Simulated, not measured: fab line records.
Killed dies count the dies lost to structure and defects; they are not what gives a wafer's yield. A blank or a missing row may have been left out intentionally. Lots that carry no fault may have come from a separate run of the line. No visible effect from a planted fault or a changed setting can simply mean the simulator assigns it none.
Which tool is to blame?	flow nand harc	12 lots, 36 wafers sampled, at 2 steps of a route of 1302

WHAT EACH GAUGE READ, for each wafer
NHARC_A_ONON_D2_THK_MEAS_18: measures by ellipsometry.
lot	measured	on	thk nm (nm)
L075	day 12 18:19	film metro-02	1003 1003 1000
L077	day 14 04:35	film metro-02	980 979 979
L079	day 14 17:07	film metro-02	1004 1002 1006
L081	day 15 06:08	film metro-01	1011 1010 1009
L083	day 16 01:19	film metro-02	1006 1006 1005
L084	day 16 23:29	film metro-01	1017 1015 1015
L087	day 18 15:07	film metro-02	1002 1002 1002
L089	day 18 21:37	film metro-02	997 997 996
L092	day 19 20:35	film metro-01	995 996 994
L093	day 20 18:25	film metro-01	1006 1002 1003
L095	day 21 17:17	film metro-02	1005 1004 1007
L096	day 22 17:13	film metro-02	1020 1021 1019

WHICH TOOL RAN EACH LOT (tool, then ch and the chambers of the sampled wafers, then the start)
lot	NHARC_A_CHANNEL_FILL_D1_STRIP_29
L075	rie diel-03 ch 0,1, day 12 18:19 or earlier
L077	rie diel-03 ch 0,1,3, day 14 04:35 or earlier
L079	rie diel-03 ch 1,2,3, day 14 17:07 or earlier
L081	rie diel-10 ch 0,2,3, day 15 06:08 or earlier
L083	rie diel-10 ch 0,1,3, day 16 01:19 or earlier
L084	rie diel-10 ch 0,3, day 16 23:29 or earlier
L087	rie diel-10 ch 0,3, day 18 15:07 or earlier
L089	rie diel-05 ch 0,1, day 16 17:25
L092	rie diel-10 ch 1,3, day 19 20:35 or earlier
L093	rie diel-05 ch 0,1,3, day 20 18:25 or earlier
L095	rie diel-05 ch 1,3, day 21 17:17 or earlier
L096	rie diel-05 ch 1,3, day 20 11:46
- NHARC_A_CHANNEL_FILL_D1_STRIP_29: strips in O2, time 20 s.

THE ANSWER, worked out from the rows above alone
Rule: the usual values come from the lots themselves. The widest of any qualifying gaps counts: lots, ordered by their means at a reading, are off when they make up no more than a third of the lots, leave a main group of 4 or more, and stand apart from it by 3 or more times the standard deviation of that group's means. A main group whose means are all the same, to the digits that the tables above print for the reading, isn't used. A lot without any number at a reading at which 4 lots or more have one is off too. Where the step has rows for the other lots, those lots are counted as sound.
No lot is off on any of the readings shown, so nothing can be concluded from this.

WHAT THE SIMULATOR HAD INSERTED
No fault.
